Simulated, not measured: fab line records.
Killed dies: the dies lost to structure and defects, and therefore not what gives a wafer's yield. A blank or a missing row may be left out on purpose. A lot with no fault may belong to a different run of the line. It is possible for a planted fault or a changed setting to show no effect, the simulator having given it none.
fab line records ; flow n5-finfet
[record] lots = 7; wafers = 39
route steps=1938 shown ZERO_LAYER@11 DUMMY_GATE@215 SDB@347 HKMG_FIN@444 BEOL_M1@792 BEOL_M3@980
start-h: hours from the record's opening day to when the first of the lot's shown wafers began ; wait-h: hours since the lot's step before ; " the same as in the row above ; L1.1+2: a single row standing in for several wafers ; - no value present, or no start provided ; * or withheld: withheld ; < > ~ a bound
route shown NAME@n: NAME is a module with steps in the file, n the number in the route of the first one ; usual: average and standard deviation across the fault-free wafers ; same: alike in all rows ; chamber/n: place in a boat ; sites: each site's reading ; _std_site: standard deviation across them ; _edge_site: outer sites' mean less inner sites' ; radius-mm: for every site, how far away it sits from the centre of the wafer ; mask NAME#n: copy n ; behind: the tool/chamber that last shaped the wafer ; hold: reason for holding the lot/hours on hold/outcome of the hold ; device: which transistor (n, p or np) failed to switch ; end of line: the same wafers' tests at the end of the route ; a step with no rows: only its recipe ; killed: dies lost to structure and defects at the first sort, not the wafer's yield ; map: per-die view of a wafer (x killed, . not killed, _ where there is no die)
set.NAME: setting as actually run; set.NAME@STEP: the setting as run at that earlier step ; model.NAME: the simulator's own value behind a step, which no gauge read
lots where settings were altered on purpose, with a table for each step and a row for each wafer
[[steps]]
[step N5_ZERO_LAYER_DEVELOP_10]
[recipe] develop-time-s = 60; rinse-liquid = diw; dry = air-spin; dev-temp-c = 21
lot.wafer;tool;chamber;start-h;wait-h;set.develop-time-s
L077.1+3+6;litho-track-03;0;-;-;60
L077.2+4+5;litho-track-03;0;-;-;31.71
L079.1+3+4;litho-track-01;0;-;-;26.66
L079.2+5+6;litho-track-01;0;-;-;60
L082.1+4+5;litho-track-01;0;-;-;49.35
L082.2+3+6;litho-track-01;0;-;-;60
L084.1+4+6;litho-track-05;0;-;-;87.16
L084.2+3+5;litho-track-05;0;-;-;60
L090.1+4+5;litho-track-01;0;-;-;60
L090.2+3+6;litho-track-01;0;-;-;36.36
L095.1+3+6;litho-track-03;0;-;-;60
L095.2+4+5;litho-track-03;0;-;-;46.01
L097.2+4+6;litho-track-01;0;-;-;60
[step N5_ZERO_LAYER_HARDBAKE_23]
[recipe] temp-c = 130; time-s = 120
[step N5_ZERO_LAYER_CD_MEAS_11]
[recipe] target-cd-nm = 2000; landing-energy-ev = 500; detector = se-inlens
[usual] cd-nm = 1999.4/1.6
lot.wafer;tool;chamber;start-h;wait-h;set.develop-time-s@ZERO_LAYER_DEVELOP_10;cd-nm
L077.1;cd-sem-02;0;30.66;-;60;1999.7
L077.2;cd-sem-02;0;30.66;-;31.71;1984.2
L077.3;cd-sem-02;0;30.66;-;60;1998.2
L077.4;cd-sem-02;0;30.66;-;31.71;1983.3
L077.5;cd-sem-02;0;30.66;-;31.71;1984.7
L077.6;cd-sem-02;0;30.66;-;60;1997.8
L079.1;cd-sem-02;0;42.79;-;26.66;1981.1
L079.2;cd-sem-02;0;42.79;-;60;1998.6
L079.3;cd-sem-02;0;42.79;-;26.66;1983.6
L079.4;cd-sem-02;0;42.79;-;26.66;1984.0
L079.5;cd-sem-02;0;42.79;-;60;2000.2
L079.6;cd-sem-02;0;42.79;-;60;1999.4
L082.1;cd-sem-03;0;60.66;-;49.35;1995.0
L082.2;cd-sem-03;0;60.66;-;60;1998.6
L082.3;cd-sem-03;0;60.66;-;60;1997.7
L082.4;cd-sem-03;0;60.66;-;49.35;1993.7
L082.5;cd-sem-03;0;60.66;-;49.35;1994.9
L082.6;cd-sem-03;0;60.66;-;60;1999.7
L084.1;cd-sem-01;0;72.65;-;87.16;2004.6
L084.2;cd-sem-01;0;72.65;-;60;1997.1
L084.3;cd-sem-01;0;72.65;-;60;1995.7
L084.4;cd-sem-01;0;72.65;-;87.16;2004.9
L084.5;cd-sem-01;0;72.65;-;60;1997.3
L084.6;cd-sem-01;0;72.65;-;87.16;2005.5
L090.1;cd-sem-01;0;108.66;-;60;1997.9
L090.2;cd-sem-01;0;108.66;-;36.36;1986.1
L090.3;cd-sem-01;0;108.66;-;36.36;1986.9
L090.4;cd-sem-01;0;108.66;-;60;1999.1
L090.5;cd-sem-01;0;108.66;-;60;2000.6
L090.6;cd-sem-01;0;108.66;-;36.36;1988.8
L095.1;cd-sem-02;0;138.80;-;60;1998.8
L095.2;cd-sem-02;0;138.80;-;46.01;1994.6
L095.3;cd-sem-02;0;138.80;-;60;1999.0
L095.4;cd-sem-02;0;138.80;-;46.01;1995.2
L095.5;cd-sem-02;0;138.80;-;46.01;1995.9
L095.6;cd-sem-02;0;138.80;-;60;2000.8
L097.2;cd-sem-01;0;150.64;-;60;2000.5
L097.4;cd-sem-01;0;150.64;-;60;1998.4
L097.6;cd-sem-01;0;150.64;-;60;1996.9
[step N5_ZERO_LAYER_DESCUM_16]
[recipe] chemistry = O2; time-s = 7.9; source-power-w = 50; bias-power-w = 20; pressure-mtorr = 20; rf-frequency-hz = 2.712e+07; temp-c = 40; o2-flow-sccm = 225
lot.wafer;tool;chamber;start-h;wait-h;set.develop-time-s@ZERO_LAYER_DEVELOP_10;model.ZERO_LAYER.cd-nm
L077.1;rie-diel-02;1;30.70;0.0;60;2000
L077.2+5;rie-diel-02;0,2;30.70;0.0;31.71;1985
L077.3+6;rie-diel-02;2,1;30.70;0.0;60;1998
L077.4;rie-diel-02;0;30.70;0.0;31.71;1983
L079.1;rie-diel-02;3;42.83;0.0;26.66;1981
L079.2+6;rie-diel-02;0;42.83;0.0;60;1999
L079.3+4;rie-diel-02;2,1;42.83;0.0;26.66;1984
L079.5;rie-diel-02;1;42.83;0.0;60;2000
L082.1+5;rie-diel-02;0,3;60.78;0.1;49.35;1995
L082.2+3;rie-diel-02;3,2;60.78;0.1;60;1998
L082.4;rie-diel-02;1;60.78;0.1;49.35;1994
L082.6;rie-diel-02;0;60.78;0.1;60;2000
L084.1;rie-diel-02;3;72.69;0.0;87.16;2004
L084.2;rie-diel-02;1;72.69;0.0;60;1997
L084.3;rie-diel-02;2;72.69;0.0;60;1996
L084.4;rie-diel-02;0;72.69;0.0;87.16;2005
L084.5;rie-diel-02;2;72.69;0.0;60;1998
L084.6;rie-diel-02;3;72.69;0.0;87.16;2006
L090.1;rie-diel-06;2;108.86;0.2;60;1998
L090.2;rie-diel-06;3;108.86;0.2;36.36;1986
L090.3;rie-diel-06;3;108.86;0.2;36.36;1987
L090.4;rie-diel-06;2;108.86;0.2;60;1999
L090.5;rie-diel-06;2;108.86;0.2;60;2000
L090.6;rie-diel-06;3;108.86;0.2;36.36;1989
L095.1+3;rie-diel-03;2,0;138.92;0.1;60;1999
L095.2+4;rie-diel-03;3,1;138.92;0.1;46.01;1995
L095.5;rie-diel-03;0;138.92;0.1;46.01;1996
L095.6;rie-diel-03;3;138.92;0.1;60;2001
L097.2;rie-diel-02;2;150.69;0.0;60;2000
L097.4;rie-diel-02;1;150.69;0.0;60;1999
L097.6;rie-diel-02;2;150.69;0.0;60;1997
[step N5_DUMMY_GATE_CVD_03]
[recipe] material = a-Si; target-thk-a = 1500; temp-c = 530; precursor = SiH4; time-s = 8042
lot.wafer;tool;chamber;start-h;wait-h;set.time-s;model.a-Si_of_DUMMY_GATE_CVD_03.thk-nm
L077.1+5;-;-;-;0.1;9506;176.2
L077.2;-;-;-;0.1;9506;177
L077.3+4;-;-;-;0.1;9506;177.4
L077.6;-;-;-;0.1;9506;178.4
L079.1;-;-;-;0.1;8042;148.4
L079.2;-;-;-;0.1;8042;149.4
L079.3;-;-;-;0.1;8042;149
L079.4;-;-;-;0.1;8042;149.2
L079.5;-;-;-;0.1;8042;148.6
L079.6;-;-;-;0.1;8042;148.8
L082.1;-;-;-;0.1;10670;197
L082.2;-;-;-;0.1;10670;198.4
L082.3;-;-;-;0.1;10670;196.8
L082.4+5;-;-;-;0.1;10670;198.2
L082.6;-;-;-;0.1;10670;198.8
L084.1;-;-;-;0.1;3497;64.2
L084.2;-;-;-;0.1;3497;65
L084.3+5;-;-;-;0.1;3497;64.4
L084.4;-;-;-;0.1;3497;65.6
L084.6;-;-;-;0.1;3497;63.6
L090.1+6;-;-;-;0.1;9423;175.6
L090.2;-;-;-;0.1;9423;176
L090.3;-;-;-;0.1;9423;175.4
L090.4;-;-;-;0.1;9423;175
L090.5;-;-;-;0.1;9423;176.6
L095.1+3;-;-;-;0.1;10520;197.2
L095.2;-;-;-;0.1;10520;196.8
L095.4;-;-;-;0.1;10520;198
L095.5;-;-;-;0.1;10520;197.4
L095.6;-;-;-;0.1;10520;198.2
L097.2;lpcvd-02;1/70;174.96;0.1;8042;149.4
L097.4;lpcvd-02;1/79;174.96;0.1;8042;148.2
L097.6;lpcvd-02;1/89;174.96;0.1;8042;149.2
[step N5_SDB_HM_DEP_00]
[recipe] material = SiNx; target-thk-a = 400; temp-c = 400; precursor = SiH4/NH3/N2; pressure-torr = 1.5; rf-w = 300; time-s = 35.3
lot.wafer;tool;chamber;start-h;wait-h;set.target-thk-a;model.SiNx_of_SDB_HM_DEP_00.thk-nm
L077.1+2;pecvd-02;2,0;83.08;0.0;527.7;52.6
L077.3;pecvd-02;1;83.08;0.0;400;39.4
L077.4;pecvd-02;2;83.08;0.0;527.7;54
L077.5;pecvd-02;1;83.08;0.0;400;39.8
L077.6;pecvd-02;0;83.08;0.0;400;40.8
L079.1;pecvd-04;1;98.69;0.0;400;39.4
L079.2;pecvd-04;2;98.69;0.0;303.3;29.8
L079.3;pecvd-04;0;98.69;0.0;303.3;30
L079.4;pecvd-04;2;98.69;0.0;303.3;31.2
L079.5;pecvd-04;1;98.69;0.0;400;40.2
L079.6;pecvd-04;0;98.69;0.0;400;40.6
L082.1;pecvd-04;2;114.86;0.0;400;40
L082.2;pecvd-04;1;114.86;0.0;559.9;55.8
L082.3;pecvd-04;0;114.86;0.0;400;40.2
L082.4;pecvd-04;1;114.86;0.0;559.9;56.6
L082.5;pecvd-04;2;114.86;0.0;559.9;56.8
L082.6;pecvd-04;0;114.86;0.0;400;40.8
L084.1+4+6;pecvd-04;0,2,0;127.95;0.0;400;40.8
L084.2;pecvd-04;2;127.95;0.0;400;40
L084.3;pecvd-04;1;127.95;0.0;400;39.6
L084.5;pecvd-04;1;127.95;0.0;400;40.6
L090.1+3;pecvd-04;2,1;162.50;0.0;274.5;27.4
L090.2;pecvd-04;0;162.50;0.0;274.5;27.6
L090.4+5;pecvd-04;2,0;162.50;0.0;400;40.6
L090.6;pecvd-04;1;162.50;0.0;400;40.4
L095.1+5;pecvd-03;0,1;192.47;0.0;276.3;28
L095.2;pecvd-03;1;192.47;0.0;400;39.6
L095.3;pecvd-03;1;192.47;0.0;276.3;28.2
L095.4+6;pecvd-03;0;192.47;0.0;400;40.8
L097.2;pecvd-03;1;208.51;0.0;400;39.2
L097.4;pecvd-03;2;208.51;0.0;400;39.4
L097.6;pecvd-03;1;208.51;0.0;400;40.2
[step N5_SDB_COAT_03]
[recipe] resist = SOC; temp-c = 250; time-s = 60; spin-rpm = 1500; resist-thk-nm = 100
[step N5_SDB_COAT_04]
[recipe] resist = SiARC; temp-c = 220; time-s = 60; spin-rpm = 1500; resist-thk-nm = 18
[step N5_SDB_STRIP_19]
[recipe] chemistry = N2/H2; temp-c = 40; n2-flow-sccm = 200; h2-flow-sccm = 200; rf-frequency-hz = 6e+07
[step N5_SDB_STRIP_21]
[recipe] chemistry = CF4; resist = SiARC; power-w = 300; bias-power-w = 75; pressure-mtorr = 50; cf4-flow-sccm = 150; rf-frequency-hz = 6e+07
[step N5_SDB_HM_OPEN_20]
[recipe] chemistry = CH3F/O2; target = SiNx; mask-material = SOC; target-depth-a = 240; stop-on = poly-Si; over-etch-frac = 0.4; ion-energy-ev = 120; pressure-mtorr = 30; source-w = 395; bias-w = 73; Ar_flow_sccm = 150; CH3F_flow_sccm = 30; O2_flow_sccm = 20
[usual] oes-product-au = 0.64/0.056
lot.wafer;tool;chamber;start-h;wait-h;set.target-thk-a@SDB_HM_DEP_00;oes-product-au;model.etch.depth-nm
L077.1;rie-diel-04;3;83.85;0.0;527.7;0.75;33.16
L077.2;rie-diel-04;1;83.85;0.0;527.7;0.82;33.61
L077.3;rie-diel-04;2;83.85;0.0;400;0.57;23.48
L077.4;rie-diel-04;0;83.85;0.0;527.7;0.73;32.94
L077.5;rie-diel-04;2;83.85;0.0;400;0.58;23.88
L077.6;rie-diel-04;1;83.85;0.0;400;0.68;24.71
L079.1;rie-diel-05;1;99.52;0.0;400;0.57;23.45
L079.2;rie-diel-05;0;99.52;0.0;303.3;0.54;13.76
L079.3;rie-diel-05;2;99.52;0.0;303.3;0.51;13.9
L079.4;rie-diel-05;3;99.52;0.0;303.3;0.53;15.13
L079.5;rie-diel-05;3;99.52;0.0;400;0.67;24.2
L079.6;rie-diel-05;2;99.52;0.0;400;0.67;24.56
L082.1;rie-diel-04;3;116.83;0.0;400;0.61;24.06
L082.2;rie-diel-04;2;116.83;0.0;559.9;0.70;33.59
L082.3;rie-diel-04;0;116.83;0.0;400;0.59;24.28
L082.4;rie-diel-04;1;116.83;0.0;559.9;0.81;34
L082.5;rie-diel-04;1;116.83;0.0;559.9;0.81;33.8
L082.6;rie-diel-04;0;116.83;0.0;400;0.60;24.84
L084.1;rie-diel-04;1;128.59;0.0;400;0.66;24.73
L084.2;rie-diel-04;3;128.59;0.0;400;0.61;23.95
L084.3;rie-diel-04;0;128.59;0.0;400;0.59;23.63
L084.4;rie-diel-04;2;128.59;0.0;400;0.58;24.89
L084.5;rie-diel-04;3;128.59;0.0;400;0.62;24.56
L084.6;rie-diel-04;2;128.59;0.0;400;0.58;24.8
L090.1;rie-diel-05;2;163.26;0.0;274.5;0.46;11.42
L090.2;rie-diel-05;3;163.26;0.0;274.5;0.47;11.62
L090.3;rie-diel-05;1;163.26;0.0;274.5;0.41;11.33
L090.4;rie-diel-05;0;163.26;0.0;400;0.70;24.65
L090.5;rie-diel-05;0;163.26;0.0;400;0.70;24.59
L090.6;rie-diel-05;1;163.26;0.0;400;0.57;24.41
L095.1;rie-diel-04;3;193.64;0.0;276.3;0.43;11.93
L095.2;rie-diel-04;2;193.64;0.0;400;0.78;23.7
L095.3;rie-diel-04;0;193.64;0.0;276.3;0.42;12.18
L095.4;rie-diel-04;1;193.64;0.0;400;0.65;24.86
L095.5;rie-diel-04;0;193.64;0.0;276.3;0.42;11.99
L095.6;rie-diel-04;1;193.64;0.0;400;0.64;24.8
L097.2;rie-diel-05;1;209.74;0.0;400;0.76;23.22
L097.4;rie-diel-05;3;209.74;0.0;400;0.62;23.46
L097.6;rie-diel-05;2;209.74;0.0;400;0.63;24.15
[step N5_HKMG_FIN_ETCH_86]
[recipe] chemistry = N2/H2; target = SOC; target-depth-a = 3932; stop-on = TiN; ion-energy-ev = 100; bias-w = 61; pressure-mtorr = 30; source-w = 850; n2-flow-sccm = 200; h2-flow-sccm = 200
lot.wafer;tool;chamber;start-h;wait-h;set.target-depth-a;model.SOC_of_HKMG_FIN_COAT_85.thk-nm
L077.1;rie-diel-05;3;95.47;-;3932;14.2
L077.2+6;rie-diel-05;1;95.47;-;3932;18.8
L077.3+5;rie-diel-05;2;95.47;-;3932;17.2
L077.4;rie-diel-05;0;95.47;-;3932;15.2
L079.1+3+5;rie-diel-05;2,1,1;110.09;-;6141;8.6
L079.2;rie-diel-05;0;110.09;-;3932;15.4
L079.4;rie-diel-05;3;110.09;-;3932;14.4
L079.6;rie-diel-05;2;110.09;-;3932;17.6
L082.1;rie-diel-04;1;128.65;-;5056;8.6
L082.2+3;rie-diel-04;0,2;128.65;-;5056;8.4
L082.4;rie-diel-04;3;128.65;-;3932;17.6
L082.5;rie-diel-04;2;128.65;-;3932;17.8
L082.6;rie-diel-04;1;128.65;-;3932;15
L084.1+5;rie-diel-05;1;139.04;-;3932;19.4
L084.2+3+6;rie-diel-05;0,3,2;139.04;-;6104;8.6
L084.4;rie-diel-05;2;139.04;-;3932;18
L090.1+2+6;rie-diel-04;3,0,2;174.04;-;5519;8.6
L090.3;rie-diel-04;1;174.04;-;3932;15.8
L090.4;rie-diel-04;2;174.04;-;3932;18.4
L090.5;rie-diel-04;3;174.04;-;3932;18.2
L095.1+5;rie-diel-05;2;204.00;-;3932;18.8
L095.2+6;rie-diel-05;3;204.00;-;3932;15.4
L095.3;rie-diel-05;1;204.00;-;3932;13.2
L095.4;rie-diel-05;0;204.00;-;3932;16.4
L097.2;rie-diel-01;2;220.03;-;3932;21.2
L097.4;rie-diel-01;1;220.03;-;3932;14.2
L097.6;rie-diel-01;3;220.03;-;3932;17.2
[step N5_BEOL_M1_ALD_98]
[recipe] material = SiO2; target-thk-a = 25; temp-c = 100; ald-precursor-family = BDEAS; ald-co-reactant = O2-plasma; pulse-time-s = 1; co-reactant-pulse-time-s = 1; purge-time-s = 2; co-reactant-purge-time-s = 2; ald-cycles = 17; pressure-torr = 2
lot.wafer;tool;chamber;start-h;wait-h;set.ald-cycles;model.SiO2_of_BEOL_M1_ALD_98.thk-nm
L077.1+2+3+4+5+6;ald-sin-04;3,2,1,0,3,2;145.31;0.1;17;2.6
L079.1+5;ald-sin-04;0,1;156.28;0.1;17;2.6
L079.2;ald-sin-04;2;156.28;0.1;17;2.4
L079.3+4+6;ald-sin-04;1,3,2;156.28;0.1;24;3.6
L082.1+2+6;ald-sin-04;3,0,2;170.57;0.1;13;2
L082.3+4;ald-sin-04;2,0;170.57;0.1;17;2.4
L082.5;ald-sin-04;3;170.57;0.1;17;2.6
L084.1+2+3;ald-sin-01;1,0,2;183.99;0.2;17;2.6
L084.4+5+6;ald-sin-01;3,0,1;183.99;0.2;23;3.4
L090.1;ald-sin-02;3;222.52;0.1;17;2.6
L090.2+5+6;ald-sin-02;0,0,1;222.52;0.1;21;3
L090.3+4;ald-sin-02;1,2;222.52;0.1;17;2.4
L095.1+5+6;ald-sin-02;1,1,0;244.35;0.1;22;3.2
L095.2+3+4;ald-sin-02;0,2,3;244.35;0.1;17;2.4
L097.2+4+6;ald-sin-04;2,0,1;270.46;0.7;17;2.4
[step N5_BEOL_M1_ETCHBACK_99]
[recipe] chemistry = CHF3; target = SiO2; target-depth-a = 50; time-s = 10.4; source-w = 215; bias-w = 47; Ar_flow_sccm = 200; CHF3_flow_sccm = 12; ion-energy-ev = 100; pressure-mtorr = 30
[step N5_BEOL_M1_ETCH_70]
[recipe] chemistry = N2/H2; target = SOC; target-depth-a = 800; overetch-a = 160; mask-material = SiARC; temp-c = 40; time-s = 120; ion-energy-ev = 200; pressure-mtorr = 30; source-w = 840; bias-w = 150; n2-flow-sccm = 200; h2-flow-sccm = 200
[step N5_BEOL_M1_STRIP_71]
[recipe] chemistry = N2/H2; temp-c = 40; n2-flow-sccm = 200; h2-flow-sccm = 200; rf-frequency-hz = 6e+07
[step N5_BEOL_M1_STRIP_78]
[recipe] chemistry = N2/H2; temp-c = 40; n2-flow-sccm = 200; h2-flow-sccm = 200; rf-frequency-hz = 6e+07
[step N5_BEOL_M1_VIA_ETCH_34]
[recipe] chemistry = C4F6/O2; target-depth-a = 678; mask-material = SOC; pressure-mtorr = 15; ion-energy-ev = 250; taper-deg = 4; time-s = 64.4; source-w = 350; bias-w = 170; Ar_flow_sccm = 300; C4F6_flow_sccm = 10; O2_flow_sccm = 10
lot.wafer;tool;chamber;start-h;wait-h;set.ald-cycles@BEOL_M1_ALD_98;model.BEOL_M1.cd-nm
L077.1;rie-diel-03;0;147.55;0.0;17;18.2
L077.2+4+5;rie-diel-03;1,3,3;147.55;0.0;17;17.8
L077.3;rie-diel-03;2;147.55;0.0;17;17.6
L077.6;rie-diel-03;0;147.55;0.0;17;18
L079.1;rie-diel-06;1;156.78;0.0;17;18.4
L079.2+5;rie-diel-06;3,2;156.78;0.0;17;18
L079.3+6;rie-diel-06;2,1;156.78;0.0;24;16.2
L079.4;rie-diel-06;0;156.78;0.0;24;16
L082.1;rie-diel-03;2;171.98;0.0;13;19.2
L082.2;rie-diel-03;0;171.98;0.0;13;19.8
L082.3;rie-diel-03;3;171.98;0.0;17;18.2
L082.4;rie-diel-03;1;171.98;0.0;17;18.4
L082.5;rie-diel-03;0;171.98;0.0;17;18
L082.6;rie-diel-03;3;171.98;0.0;13;19.4
L084.1;rie-diel-03;1;187.41;0.0;17;18.6
L084.2+3;rie-diel-03;2,0;187.41;0.0;17;18.2
L084.4+6;rie-diel-03;1,2;187.41;0.0;23;16.6
L084.5;rie-diel-03;0;187.41;0.0;23;16.8
L090.1;rie-diel-06;1;223.12;0.0;17;18.4
L090.2+6;rie-diel-06;0,2;223.12;0.0;21;17
L090.3;rie-diel-06;2;223.12;0.0;17;18
L090.4;rie-diel-06;3;223.12;0.0;17;18.2
L090.5;rie-diel-06;1;223.12;0.0;21;17.2
L095.1;rie-diel-02;2;247.40;0.0;22;16.6
L095.2+4;rie-diel-02;0,3;247.40;0.0;17;18
L095.3;rie-diel-02;1;247.40;0.0;17;17.8
L095.5+6;rie-diel-02;2,1;247.40;0.0;22;16.4
L097.2+4;rie-diel-02;3,1;271.91;0.0;17;18
L097.6;rie-diel-02;2;271.91;0.0;17;17.8
[step N5_BEOL_M3_TRENCH_ETCH_37]
[recipe] chemistry = C4F6/O2; target-depth-a = 555.55; target = SiOC; time-s = 29.2; ion-energy-ev = 250; pressure-mtorr = 30; source-w = 355; bias-w = 185; Ar_flow_sccm = 300; C4F6_flow_sccm = 10; O2_flow_sccm = 10
lot.wafer;tool;chamber;start-h;wait-h;set.target-depth-a;model.BEOL_M3.feature-depth-nm;model.etch.depth-nm;model.TiN_of_BEOL_M3_HM_DEP_02.thk-nm
L077.1;rie-diel-03;1;-;-;664;65.8;65.86;17.4
L077.2;rie-diel-03;3;-;-;555.55;54.4;54.35;17.8
L077.3;rie-diel-03;0;-;-;555.55;56;56.1;18
L077.4;rie-diel-03;2;-;-;664;66.2;66.27;17.6
L077.5;rie-diel-03;2;-;-;555.55;55.2;55.28;18
L077.6;rie-diel-03;1;-;-;664;65.6;65.5;17.2
L079.1;rie-diel-02;0;-;-;555.55;55.6;55.51;17.4
L079.2;rie-diel-02;3;-;-;395.5;41;41.09;18.2
L079.3;rie-diel-02;2;-;-;555.55;54.2;54.26;17.6
L079.4;rie-diel-02;1;-;-;555.55;55.4;55.37;17.6
L079.5;rie-diel-02;2;-;-;395.5;38.6;38.63;18.6
L079.6;rie-diel-02;1;-;-;395.5;39.8;39.73;18.2
L082.1;rie-diel-02;1;-;-;555.55;56.2;56.17;17.6
L082.2;rie-diel-02;0;-;-;427.6;43.2;43.28;18
L082.3;rie-diel-02;3;-;-;427.6;44.6;44.66;18
L082.4;rie-diel-02;2;-;-;555.55;55.2;55.26;17.6
L082.5;rie-diel-02;2;-;-;427.6;42.2;42.3;18.2
L082.6;rie-diel-02;1;-;-;555.55;56;56.08;17.6
L084.1;rie-diel-06;3;-;-;555.55;55;55.02;17.8
L084.2;rie-diel-06;2;-;-;555.55;55.2;55.22;18
L084.3;rie-diel-06;0;-;-;654.9;64.4;64.4;17.4
L084.4;rie-diel-06;1;-;-;654.9;66.4;66.38;17.4
L084.5;rie-diel-06;2;-;-;654.9;65;65.06;17.4
L084.6;rie-diel-06;3;-;-;555.55;55.2;55.11;17.8
L090.1;rie-diel-03;0;-;-;235.9;23.8;23.87;19.2
L090.2;rie-diel-03;1;-;-;555.55;54.6;54.7;18
L090.3;rie-diel-03;3;-;-;235.9;24;24.06;19.4
L090.4;rie-diel-03;2;-;-;555.55;54.6;54.52;18
L090.5;rie-diel-03;3;-;-;235.9;24;24.09;19.4
L090.6;rie-diel-03;0;-;-;555.55;56.4;56.45;17.8
L095.1;rie-diel-03;0;-;-;378.6;38.6;38.51;18.2
L095.2;rie-diel-03;1;-;-;555.55;55.4;55.3;18
L095.3;rie-diel-03;2;-;-;555.55;55.2;55.18;17.6
L095.4;rie-diel-03;3;-;-;378.6;39;39.03;18.4
L095.5;rie-diel-03;2;-;-;378.6;37.4;37.32;18.4
L095.6;rie-diel-03;3;-;-;555.55;57.4;57.38;17.6
L097.2;rie-diel-03;2;-;-;555.55;54.8;54.71;17.8
L097.4;rie-diel-03;1;-;-;555.55;55;55.09;17.6
L097.6;rie-diel-03;1;-;-;555.55;55.4;55.41;17.6
[step N5_BEOL_M3_ETCH_41]
[recipe] chemistry = CH3F/O2; target = SiCN; target-depth-a = 299; taper-deg = 2; time-s = 52.5; ion-energy-ev = 120; mask-material = TiN; pressure-mtorr = 30; source-w = 395; bias-w = 75; Ar_flow_sccm = 150; CH3F_flow_sccm = 30; O2_flow_sccm = 20
[step N5_BEOL_M3_STRIP_97]
[recipe] chemistry = N2/H2; time-s = 10; power-w = 450; temp-c = 40; pressure-mtorr = 20; rf-frequency-hz = 6e+07; bias-power-w = 7; n2-flow-sccm = 200; h2-flow-sccm = 200
[step N5_BEOL_M3_OCD_MEAS_38]
[usual] trench-depth-nm = 55.6/1.1
lot.wafer;tool;chamber;start-h;wait-h;set.target-depth-a@BEOL_M3_TRENCH_ETCH_37;trench-depth-nm
L077.1;ocd-01;-;168.81;-;664;65.8
L077.2;ocd-01;-;168.81;-;555.55;54.4
L077.3;ocd-01;-;168.81;-;555.55;55.9
L077.4;ocd-01;-;168.81;-;664;66.5
L077.5;ocd-01;-;168.81;-;555.55;55.2
L077.6;ocd-01;-;168.81;-;664;66.0
L079.1;ocd-01;-;178.92;-;555.55;55.2
L079.2;ocd-01;-;178.92;-;395.5;41.0
L079.3;ocd-01;-;178.92;-;555.55;54.1
L079.4;ocd-01;-;178.92;-;555.55;55.3
L079.5;ocd-01;-;178.92;-;395.5;38.8
L079.6;ocd-01;-;178.92;-;395.5;40.1
L082.1;ocd-02;-;190.91;-;555.55;56.3
L082.2;ocd-02;-;190.91;-;427.6;43.5
L082.3;ocd-02;-;190.91;-;427.6;45.2
L082.4;ocd-02;-;190.91;-;555.55;55.3
L082.5;ocd-02;-;190.91;-;427.6;42.2
L082.6;ocd-02;-;190.91;-;555.55;55.9
L084.1;ocd-01;-;207.97;-;555.55;54.8
L084.2;ocd-01;-;207.97;-;555.55;54.4
L084.3;ocd-01;-;207.97;-;654.9;64.5
L084.4;ocd-01;-;207.97;-;654.9;66.6
L084.5;ocd-01;-;207.97;-;654.9;65.1
L084.6;ocd-01;-;207.97;-;555.55;54.6
L090.1;ocd-01;-;240.36;-;235.9;23.5
L090.2;ocd-01;-;240.36;-;555.55;54.5
L090.3;ocd-01;-;240.36;-;235.9;23.6
L090.4;ocd-01;-;240.36;-;555.55;54.6
L090.5;ocd-01;-;240.36;-;235.9;24.1
L090.6;ocd-01;-;240.36;-;555.55;56.1
L095.1;ocd-02;-;271.73;-;378.6;38.5
L095.2;ocd-02;-;271.73;-;555.55;55.0
L095.3;ocd-02;-;271.73;-;555.55;55.0
L095.4;ocd-02;-;271.73;-;378.6;39.0
L095.5;ocd-02;-;271.73;-;378.6;36.9
L095.6;ocd-02;-;271.73;-;555.55;56.9
L097.2;ocd-02;-;293.50;-;555.55;54.8
L097.4;ocd-02;-;293.50;-;555.55;54.8
L097.6;ocd-02;-;293.50;-;555.55;55.5
[[key]]
[split] step = N5_ZERO_LAYER_DEVELOP_10; setting = develop-time-s; stated = 60; by = wafer
[response] step = N5_ZERO_LAYER_CD_MEAS_11; reading = cd-nm; change = +0.268; per = 1%; r = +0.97
[response] step = N5_ZERO_LAYER_DESCUM_16; reading = model.ZERO_LAYER.cd-nm; change = +0.267; per = 1%; r = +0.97
[split] step = N5_DUMMY_GATE_CVD_03; setting = time-s; stated = 8042; by = lot
[response] step = N5_DUMMY_GATE_CVD_03; reading = model.a-Si_of_DUMMY_GATE_CVD_03.thk-nm; change = +1.51; per = 1%; r = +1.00
[split] step = N5_SDB_HM_DEP_00; setting = target-thk-a; stated = 400; by = wafer
[response] step = N5_SDB_HM_DEP_00; reading = model.SiNx_of_SDB_HM_DEP_00.thk-nm; change = +0.406; per = 1%; r = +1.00
[response] step = N5_SDB_HM_OPEN_20; reading = oes-product-au; change = +0.00566; per = 1%; r = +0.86
[response] step = N5_SDB_HM_OPEN_20; reading = model.etch.depth-nm; change = +0.331; per = 1%; r = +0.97
[split] step = N5_HKMG_FIN_ETCH_86; setting = target-depth-a; stated = 3932; by = wafer
[response] step = N5_HKMG_FIN_ETCH_86; reading = model.SOC_of_HKMG_FIN_COAT_85.thk-nm; change = -0.182; per = 1%; r = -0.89
[split] step = N5_BEOL_M1_ALD_98; setting = ald-cycles; stated = 17; by = wafer
[response] step = N5_BEOL_M1_ALD_98; reading = model.SiO2_of_BEOL_M1_ALD_98.thk-nm; change = +0.0243; per = 1%; r = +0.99
[response] step = N5_BEOL_M1_VIA_ETCH_34; reading = model.BEOL_M1.cd-nm; change = -0.049; per = 1%; r = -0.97
[split] step = N5_BEOL_M3_TRENCH_ETCH_37; setting = target-depth-a; stated = 555.55; by = wafer
[response] step = N5_BEOL_M3_TRENCH_ETCH_37; reading = model.BEOL_M3.feature-depth-nm; change = +0.545; per = 1%; r = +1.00
[response] step = N5_BEOL_M3_TRENCH_ETCH_37; reading = model.etch.depth-nm; change = +0.544; per = 1%; r = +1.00
[response] step = N5_BEOL_M3_TRENCH_ETCH_37; reading = model.TiN_of_BEOL_M3_HM_DEP_02.thk-nm; change = -0.0238; per = 1%; r = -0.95
[response] step = N5_BEOL_M3_OCD_MEAS_38; reading = trench-depth-nm; change = +0.545; per = 1%; r = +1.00
